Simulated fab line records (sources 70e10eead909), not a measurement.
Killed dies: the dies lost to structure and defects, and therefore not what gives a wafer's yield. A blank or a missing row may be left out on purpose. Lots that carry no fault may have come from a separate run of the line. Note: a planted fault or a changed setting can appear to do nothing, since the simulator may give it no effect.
fab line records	flow nand-harc
[record] lots = 5	wafers = 15	last-day = 35
route steps=1302 shown A_CONTACT@992 END@1302
lots that met no fault: taken from a fault-free run of the same line
start-h: hours from the record's first day to the start of the lot's first wafer shown	wait-h: hours from the lot's prior step to this one	" identical to the entry in the row above	L1.1+2: a single row standing in for several wafers	- either no value or no given start	* or withheld: withheld	< > ~ a bound
route shown NAME@n: a module of which the file shows steps, and the number in the route of the first	usual: mean/standard deviation taken from wafers without a fault	same: alike in all rows	chamber/n: place in a boat	sites: readings site by site	_std_site: standard deviation of those values	_edge_site: the outer-site mean with the inner-site mean subtracted	radius-mm: for every site, how far away it sits from the centre of the wafer	mask NAME#n: copy n	behind: the last tool/chamber to shape the wafer	hold: the reason the lot was held/the length of the hold in hours/how it ended	device: the n, p or np transistor that did not switch	end of line: at the end of the route, the tests of the same wafers	for a step that has no rows: nothing shown but its recipe	killed: not the wafer's yield, but the dies lost to structure and defects at the first sort	map: per-die view of a wafer (x killed, . not killed, _ where there is no die)
set.NAME: the setting that was run; set.NAME@STEP: the one run at that earlier step	model.NAME: the simulator's own value behind a step, which no gauge read
lots at selected steps of the route; one table per step, one row per wafer
services: a tool's chamber out of use, with start hour (start-h, from the record's first day; less than 0 if before it), hours out, and reason
[[steps]]
[step NHARC_A_CONTACT_SOFTBAKE_37]
[recipe] temp-c = 105	time-s = 55
[step NHARC_A_CONTACT_EBR_38]
[step NHARC_A_CONTACT_EXPOSE_39]
[recipe] na = 1.35	sigma-outer = 0.8	dose-mj = 58.79	mask-id = A_CC_3
[step NHARC_A_CONTACT_PEB_40]
[recipe] peb-temp-c = 100	peb-time-s = 65
[step NHARC_A_CONTACT_DEVELOP_41]
[recipe] develop-time-s = 35	dev-temp-c = 23
[step NHARC_A_CONTACT_CD_MEAS_42]
[recipe] target-cd-nm = 300	landing-energy-ev = 500
[usual] cd-nm = 300.1/0.39
[same] landing-energy-ev = 500
lot.wafer	tool	chamber	start-h	wait-h	cd-nm
L467.2	cd-sem-02	0	509.36	-	300.3
L467.3	"	0	"	"	300.5
L467.6	"	0	"	"	299.9
L474.3	cd-sem-02	0	552.09	-	299.8
L474.5	"	0	"	"	299.8
L474.6	"	0	"	"	300.1
L485.1	cd-sem-01	0	678.42	-	300.7
L485.2	"	0	"	"	299.8
L485.4	"	0	"	"	300.3
L488.4	cd-sem-02	0	706.74	-	299.8
L488.5	"	0	"	"	300.2
L488.6	"	0	"	"	300.5
L489.1	cd-sem-01	0	734.97	-	299.9
L489.4	"	0	"	"	300.1
L489.6	"	0	"	"	300.3
[step NHARC_A_CONTACT_OVL_MEAS_43]
[usual] overlay-x-nm = -0.1/0.83	overlay-y-nm = 0.1/0.74
lot.wafer	tool	chamber	start-h	wait-h	overlay-x-nm	overlay-y-nm
L467.2	overlay-02	-	509.44	-	1.1	-0.3
L467.3	"	-	"	"	1.0	-0.3
L467.6	"	-	"	"	1.2	-1.0
L474.3	overlay-01	-	552.18	-	-0.5	0.0
L474.5	"	-	"	"	-0.4	-0.3
L474.6	"	-	"	"	-0.4	0.0
L485.1	overlay-02	-	678.51	-	0.8	-0.1
L485.2	"	-	"	"	0.5	-0.2
L485.4	"	-	"	"	0.1	0.2
L488.4	overlay-02	-	706.83	-	-0.2	0.9
L488.5	"	-	"	"	0.8	1.0
L488.6	"	-	"	"	0.2	0.8
L489.1	overlay-02	-	735.06	-	1.0	1.1
L489.4	"	-	"	"	0.5	0.4
L489.6	"	-	"	"	0.8	0.7
[step NHARC_A_CONTACT_INSPECT_44]
[usual] raw-defect-count = 84/38
lot.wafer	tool	chamber	start-h	wait-h	raw-defect-count
L467.2	defect-inspect-02	-	509.48	0.0	103
L467.3	"	-	"	"	115
L467.6	"	-	"	"	113
L474.3	defect-inspect-01	-	552.21	0.0	108
L474.5	"	-	"	"	122
L474.6	"	-	"	"	122
L485.1	defect-inspect-01	-	678.55	0.0	63
L485.2	"	-	"	"	64
L485.4	"	-	"	"	68
L488.4	defect-inspect-01	-	706.86	0.0	59
L488.5	"	-	"	"	46
L488.6	"	-	"	"	58
L489.1	defect-inspect-01	-	735.10	0.0	90
L489.4	"	-	"	"	90
L489.6	"	-	"	"	73
[step NHARC_A_CONTACT_DESCUM_47]
[recipe] time-s = 3	o2-flow-sccm = 200	ar-flow-sccm = 0	bias-power-w = 0	chemistry = O2
[usual] drypump-motor-current-A = 5.8/0.47	oes-product-au = 1.003/0.0088	rf-vpp-V = 57.7/0.89	showerhead-plenum-p-Torr = 1.89/0.075	throttle-valve-pct = 11.310/0.0086
[same] bias-power-w = 0
lot.wafer	tool	chamber	start-h	wait-h	drypump-motor-current-A	oes-product-au	rf-hours-counter-h	rf-vpp-V	showerhead-plenum-p-Torr	throttle-valve-pct
L467.3	rie-diel-01	1	509.54	0.1	5.3	1.015	23	58.7	1.95	11.317
L467.2	"	3	"	"	5.5	1.010	21	58.0	1.82	11.313
L467.6	"	2	"	"	5.8	1.022	-	58.2	1.99	11.309
L474.3	rie-diel-01	1	552.27	0.1	5.3	0.997	35	57.8	1.94	11.296
L474.5	"	1	"	"	5.3	1.015	-	57.6	1.94	11.312
L474.6	"	2	"	"	5.9	1.010	-	56.8	1.98	11.313
L485.2	rie-diel-01	2	678.61	0.1	5.9	1.011	16	57.4	1.98	11.309
L485.4	"	0	"	"	6.5	1.010	18	58.5	1.90	11.308
L485.1	"	1	"	"	5.3	0.994	11	57.6	1.94	11.317
L488.5	rie-diel-07	3	706.95	0.1	6.2	0.991	-	58.1	1.81	11.309
L488.6	"	1	"	"	5.7	0.987	-	57.9	1.84	11.304
L488.4	"	2	"	"	5.9	0.978	-	57.3	1.86	11.302
L489.4	rie-diel-07	0	735.17	0.1	6.5	0.987	23	56.9	1.99	11.294
L489.1	"	2	"	"	5.9	0.992	26	57.6	1.86	11.307
L489.6	"	3	"	"	6.1	1.002	-	56.4	1.81	11.325
[step NHARC_A_CONTACT_ETCH_48]
[recipe] target-depth-a = 390	over-etch-frac = 0.3	time-s = 65	ion-energy-ev = 80	cf4-flow-sccm = 150	ar-flow-sccm = 0	rf-w = 300	bias-w = 100	chemistry = CF4
[usual] drypump-motor-current-A = 5.8/0.5	oes-product-au = 1.003/0.0079	rf-vpp-V = 151.2/1.1	run-length-s = 86.2/0.52	showerhead-plenum-p-Torr = 1.76/0.063	throttle-valve-pct = 13.284/0.0087
[same] over-etch-frac = 0.3
lot.wafer	tool	chamber	start-h	wait-h	drypump-motor-current-A	oes-product-au	rf-hours-counter-h	rf-vpp-V	run-length-s	showerhead-plenum-p-Torr	throttle-valve-pct
L467.3	rie-diel-01	0	509.62	0.1	6.5	0.989	23	151.0	85.8	1.76	13.292
L467.2	"	1	"	"	5.3	1.013	23	150.6	86.6	1.80	13.281
L467.6	"	0	"	"	6.5	1.000	-	151.5	85.8	1.76	13.289
L474.3	rie-diel-01	0	552.37	0.1	6.5	0.993	35	153.0	85.7	1.76	13.277
L474.6	"	2	"	"	5.8	1.013	-	150.6	86.6	1.83	13.284
L474.5	"	3	"	"	5.5	0.995	-	150.8	85.6	1.68	13.297
L485.4	rie-diel-01	2	678.69	0.1	5.9	1.010	16	152.7	86.6	1.82	13.291
L485.1	"	3	"	"	5.5	1.003	18	151.0	85.4	1.68	13.288
L485.2	"	1	"	"	5.3	0.996	11	152.3	86.3	1.79	13.282
L488.6	rie-diel-07	1	707.05	0.1	5.7	0.998	-	150.3	87.0	1.71	13.286
L488.4	"	2	"	"	5.9	0.987	-	150.7	86.0	1.73	13.269
L488.5	"	3	"	"	6.1	0.992	-	151.3	86.3	1.68	13.283
L489.4	rie-diel-07	3	735.25	0.1	6.1	0.996	26	150.0	86.2	1.68	13.287
L489.1	"	2	"	"	5.9	0.986	26	149.6	85.9	1.72	13.287
L489.6	"	0	"	"	6.5	0.993	-	151.4	85.7	1.84	13.283
[step NHARC_A_CONTACT_ETCH_49]
[recipe] target-depth-a = 2600	over-etch-frac = 0.3	time-s = 475.3	ion-energy-ev = 200	n2-flow-sccm = 150	h2-flow-sccm = 150	ar-flow-sccm = 0	rf-w = 400	bias-w = 150	chemistry = N2/H2
[usual] drypump-motor-current-A = 5.8/0.48	oes-product-au = 1.003/0.008	rf-vpp-V = 429.9/2.5	run-length-s = 496.5/0.52	showerhead-plenum-p-Torr = 2.02/0.079	throttle-valve-pct = 14.173/0.01
[same] over-etch-frac = 0.3
lot.wafer	tool	chamber	start-h	wait-h	drypump-motor-current-A	oes-product-au	rf-hours-counter-h	rf-vpp-V	run-length-s	showerhead-plenum-p-Torr	throttle-valve-pct
L467.3	rie-diel-01	1	-	-	5.3	1.009	23	432.7	496.7	2.08	14.172
L467.2	"	2	"	"	5.8	1.010	21	431.4	497.2	2.12	14.153
L467.6	"	1	"	"	5.3	1.006	-	431.4	496.9	2.07	14.189
L474.3	rie-diel-01	3	-	-	5.5	1.002	33	428.6	495.6	1.93	14.179
L474.5	"	0	"	"	6.5	0.996	-	429.2	496.1	2.03	14.176
L474.6	"	1	"	"	5.3	1.005	-	431.8	496.9	2.07	14.174
L485.1	rie-diel-01	3	-	-	5.5	1.002	18	426.5	495.9	1.92	14.156
L485.4	"	0	"	"	6.5	0.997	18	430.8	495.9	2.02	14.160
L485.2	"	1	"	"	5.3	0.990	12	432.8	496.9	2.07	14.173
L488.6	rie-diel-07	1	-	-	5.7	0.995	-	428.7	497.0	1.96	14.168
L488.5	"	2	"	"	5.9	0.989	-	429.6	496.5	1.98	14.189
L488.4	"	3	"	"	6.1	0.994	-	426.7	497.1	1.93	14.186
L489.1	rie-diel-07	0	-	-	6.5	0.999	23	434.3	496.1	2.13	14.138
L489.4	"	1	"	"	5.7	0.997	26	428.5	497.1	1.96	14.157
L489.6	"	3	"	"	6.1	1.000	-	428.2	496.9	1.92	14.192
[step NHARC_A_CONTACT_ETCH_50]
[recipe] target-depth-a = 1210	time-s = 60.5	cf4-flow-sccm = 100	chf3-flow-sccm = 30	ar-flow-sccm = 0	rf-w = 500	bias-w = 200	chemistry = CF4/CHF3
[usual] drypump-motor-current-A = 5.8/0.48	oes-product-au = 0.957/0.023	rf-vpp-V = 370.3/2.1	run-length-s = 81.7/0.51	showerhead-plenum-p-Torr = 1.56/0.054	throttle-valve-pct = 16.802/0.0089
lot.wafer	tool	chamber	start-h	wait-h	drypump-motor-current-A	oes-product-au	rf-hours-counter-h	rf-vpp-V	run-length-s	showerhead-plenum-p-Torr	throttle-valve-pct
L467.2	rie-diel-01	1	-	-	5.3	0.975	23	372.0	81.9	1.60	16.811
L467.3	"	2	"	"	5.9	0.974	21	371.3	82.1	1.63	16.809
L467.6	"	0	"	"	6.5	0.971	-	370.0	81.2	1.57	16.794
L474.3	rie-diel-01	0	-	-	6.5	0.970	36	371.4	81.0	1.56	16.809
L474.5	"	2	"	"	5.9	0.967	-	372.6	82.2	1.63	16.784
L474.6	"	3	"	"	5.5	0.986	-	367.5	81.2	1.50	16.801
L485.4	rie-diel-01	1	-	-	5.2	0.973	12	371.0	81.9	1.59	16.808
L485.1	"	2	"	"	5.9	0.970	16	374.7	82.1	1.63	16.808
L485.2	"	0	"	"	6.5	0.986	18	369.3	81.2	1.56	16.814
L488.4	rie-diel-07	3	-	-	6.1	0.924	17	367.8	81.9	1.49	16.801
L488.6	"	0	"	"	6.5	0.920	-	371.9	81.4	1.64	16.806
L488.5	"	1	"	"	5.7	0.926	-	368.1	82.6	1.52	16.807
L489.4	rie-diel-07	3	-	-	6.1	0.945	27	368.0	82.0	1.49	16.801
L489.1	"	1	"	"	5.7	0.968	26	368.4	82.4	1.52	16.821
L489.6	"	2	"	"	5.9	0.933	-	370.3	81.9	1.53	16.775
[step NHARC_A_CONTACT_ETCH_51]
[recipe] target-depth-a = 70000	over-etch-frac = 0.3	time-s = 1820	ion-energy-ev = 150	o2-flow-sccm = 400	cos-flow-sccm = 20	ar-flow-sccm = 0	rf-w = 500	bias-w = 300	chemistry = O2/COS
[usual] drypump-motor-current-A = 5.8/0.48	oes-product-au = 1.003/0.0087	rf-vpp-V = 313.8/1.8	run-length-s = 1841.2/0.52	showerhead-plenum-p-Torr = 3.10/0.11	throttle-valve-pct = 28.331/0.009
[same] over-etch-frac = 0.3
lot.wafer	tool	chamber	start-h	wait-h	drypump-motor-current-A	oes-product-au	rf-hours-counter-h	rf-vpp-V	run-length-s	showerhead-plenum-p-Torr	throttle-valve-pct
L467.3	rie-diel-01	3	510.41	-	5.5	1.024	21	312.5	1841.1	2.97	28.325
L467.2	"	0	"	"	6.5	1.004	24	315.5	1840.7	3.11	28.338
L467.6	"	2	"	"	5.9	1.014	-	314.6	1842.4	3.24	28.322
L474.3	rie-diel-01	3	553.15	-	5.5	1.012	33	312.6	1840.6	2.97	28.325
L474.5	"	1	"	"	5.3	1.002	-	316.0	1841.5	3.17	28.325
L474.6	"	2	"	"	5.8	1.007	-	315.7	1395.3	3.23	28.317
L485.4	rie-diel-01	3	679.22	-	5.5	1.007	19	311.8	1840.5	2.96	28.339
L485.2	"	0	"	"	6.5	1.012	18	313.2	1840.5	3.09	28.331
L485.1	"	1	"	"	5.3	1.000	12	316.1	1841.1	3.16	28.332
L488.4	rie-diel-07	2	708.02	-	5.9	0.990	18	313.0	1841.2	3.04	28.332
L488.5	"	3	"	"	6.1	0.994	-	312.5	1841.7	2.96	28.316
L488.6	"	0	"	"	6.5	1.005	-	314.4	1841.0	3.25	28.342
L489.1	rie-diel-07	2	735.93	-	5.9	0.979	27	314.6	1841.2	3.04	28.342
L489.4	"	1	"	"	5.7	0.991	27	312.1	1842.6	3.01	28.332
L489.6	"	2	"	"	5.9	0.983	-	312.3	1840.9	3.04	28.330
[step NHARC_A_CONTACT_ETCH_111]
[recipe] source-w = withheld	pressure-mtorr = 20	bias-v = withheld	time-s = 140	target-depth-a = 7000	ar-flow-sccm = withheld	c4f8-flow-sccm = withheld	o2-flow-sccm = withheld	chemistry = C4F8/O2/Ar
[usual] run-length-s = 141.17/0.28
lot.wafer	tool	chamber	start-h	wait-h	rf-hours-counter-h	run-length-s
L467.2	har-cap-etch-03	1	511.36	-	45	140.92
L467.3	"	1	"	"	-	141.12
L467.6	"	0	"	"	-	141.54
L474.3	har-cap-etch-02	0	554.22	-	-	141.33
L474.5	"	1	"	"	-	141.26
L474.6	"	0	"	"	-	141.31
L485.1	har-cap-etch-03	1	680.44	-	75	141.09
L485.2	"	0	"	"	75	141.17
L485.4	"	1	"	"	-	141.12
L488.4	har-cap-etch-01	0	708.94	-	-	140.93
L488.6	"	1	"	"	-	141.44
L488.5	"	0	"	"	-	141.67
L489.1	har-cap-etch-03	0	737.17	-	82	141.62
L489.4	"	1	"	"	-	141.13
L489.6	"	1	"	"	-	140.76
[step NHARC_END_SORT_01]
[recipe] temp-c = 25
[usual] killed-at-array = 44/16	killed-at-other = 0.6/1.1	killed-at-periphery = 3.9/2.6	killed-dies = 48/16	killed-open = 3.1/1.9	killed-short = 2.4/1.8
[same] gross-dies = 677
lot.wafer	tool	chamber	start-h	wait-h	killed-at-array	killed-at-other	killed-at-periphery	killed-dies	killed-open	killed-short
L474.6	prober-02	0	628.07	4.0	553	0	3	556	6	0
// killed by level:class
L474.6 A_CONTACT:area-etch=499 A_CHANNEL_HOLE_D2:chamber-film-flake=16 A_CHANNEL_HOLE_D1:chamber-film-flake=11 A_CONTACT:chamber-film-flake=7 A_STAIRCASE:chamber-film-flake=6 A_M0:chamber-film-flake=5 A_WL_FILL:chamber-film-flake=3 A_CHANNEL_FILL_D1:geometric-particle:open=2
// map L474.6 (x killed, . not)
____________x____________
_________xxxx.xx_________
_______xxxxxxxxxxx_______
______xxxxxx.xxxxxx______
_____x.xxxx...xxxxx._____
____x.x.xx.xxxxxxxxxx____
____xxxxx.xx.xxxxxxxx____
___xx.x.xxxxx.xx.xxx.x___
___x.x.xxxxxxxxx.x.xxx___
__x.xxx.xxx.xxxxxx.xxxx__
__xxxx..x..xx.xxx.xxxxx__
_xxx.x..xx...x.x.x.xxxxx_
_xxxxxxx.x..xxx.x.xx.xxx_
_x.xxxxx.xxx.xxx..xxxxxx_
_xxxxx...x.x..x.x.xxxxxx_
_xxxx.xx..x.x.x..xxxxxxx_
xxxx.xx.xx.x..xx..xxxxxxx
xxxxxxxxx.x.xx..x.xxxxxxx
xx.x.xx.xx..xx.xxxxxxxxxx
xxxxxxxxx..x.xxxxxxxxxxxx
xxxxxxxx.xx.xx..xxxxxxxxx
_xx.xxxx.xxx.xxxxx.xxxxx_
_xx..xx..xx...xxxxxxxxxx_
_xxxxxxxxxxx.xxx.xx.xxxx_
_xxxxxx.xxxxx.xxx.xxxxxx_
_xxxxxx.xx.xx.xxxxxxxxxx_
__xxxxxxxx.xxxxxxxxxxxx__
__xxxxx.xxxxxxxxxxxxxxx__
___x.xxxxx.x.xxxxxxxxx___
___xxxxx..xxxx.xxxxxxx___
____xxxxxxxxxxx.xxxxx____
____xxxxxxxxxxxxxxxxx____
_____xxx.xxxxxxxxxxx_____
______xxxxxxxxxxxxx______
_______xxxxxxxxxxx_______
_________xxxxxxx_________
____________x____________
// map L485.1 (x killed, . not)
____________.____________
_________......._________
_______..........._______
______.............______
_____..............._____
____.................____
____.......x.........____
___...................___
___...................___
__....................x__
__.......x......xx.x...__
_......x.........x..xxxx_
_....................xx._
_...............xx...x.x_
_.........x..........x.._
_......x..........x....._
........x................
......x.................x
.........x...............
.......x.................
.........................
_........x.......x.....x_
_.....................x._
_.....................x._
_.........x.........x..._
_...............x......._
__.....................__
__.....................__
___.......x......x....___
___...................___
____.................____
____........x........____
_____......xx......._____
______...xx.x......______
_______..xxxx....._______
_________xxxxxx._________
____________x____________
[[services]]
tool	chamber	start-h	hours	kind
rie-diel-01	0	488.26	-	clean
rie-diel-01	1	488.26	-	clean
rie-diel-01	2	488.26	-	clean
rie-diel-01	3	488.26	-	clean
har-cap-etch-01	-	497.00	17.0	pm
rie-diel-01	0	512.77	-	clean
rie-diel-01	1	512.77	-	clean
rie-diel-01	2	512.77	-	clean
rie-diel-01	3	512.77	-	clean
rie-diel-01	0	537.27	-	clean
rie-diel-01	1	537.27	-	clean
rie-diel-01	2	537.27	-	clean
rie-diel-01	3	537.27	-	clean
rie-diel-07	-	550.42	0.9	repair
rie-diel-01	-	558.11	9.0	pm
rie-diel-01	0	558.11	9.0	vent-cycle
rie-diel-01	1	558.11	9.0	vent-cycle
rie-diel-01	2	558.11	9.0	vent-cycle
rie-diel-01	3	558.11	9.0	vent-cycle
rie-diel-07	0	562.55	12.0	repair
rie-diel-01	3	601.55	3.7	repair
rie-diel-01	1	604.61	18.3	repair
rie-diel-07	-	648.23	9.0	pm
rie-diel-01	-	735.11	9.0	pm
[[key]]
[first-sign] step = NHARC_A_CONTACT_ETCH_51	reading = run-length-s	direction = down	sigmas = 99+	usual = *	struck = *
[effect] step = NHARC_END_SORT_01	reading = killed-at-array	direction = up	sigmas = 32	usual = 44	struck = 553
[more-kills-born-at] NHARC_A_CONTACT_ETCH_51@rie-diel-01 = 499
met-at NHARC_A_CONTACT_ETCH_51
struck-wafers L474.6
later-rows-left-out L474.6
tester-left-out L474
onset-between 510.41 553.15
[fault] kind = process-parameter-drift	tool = rie-diel-01	chamber = 2	onset-h = 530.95	steps = NHARC_A_CONTACT_ETCH_51	channel = time-s	offset = *	shape = step	end-h = 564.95	acts-in = *	stated = *
// tester-left-out: of these lots the tester's yield and bins aren't shown, on N5 and GAA mostly nor the transistor test; their killed dies are dies lost to structure and defects alone, not to doping, threshold or leakage, so they don't give the yield
// later-rows-left-out: the simulator's readings of these wafers behind a module that went badly wrong aren't trusted and aren't shown, but for the sort
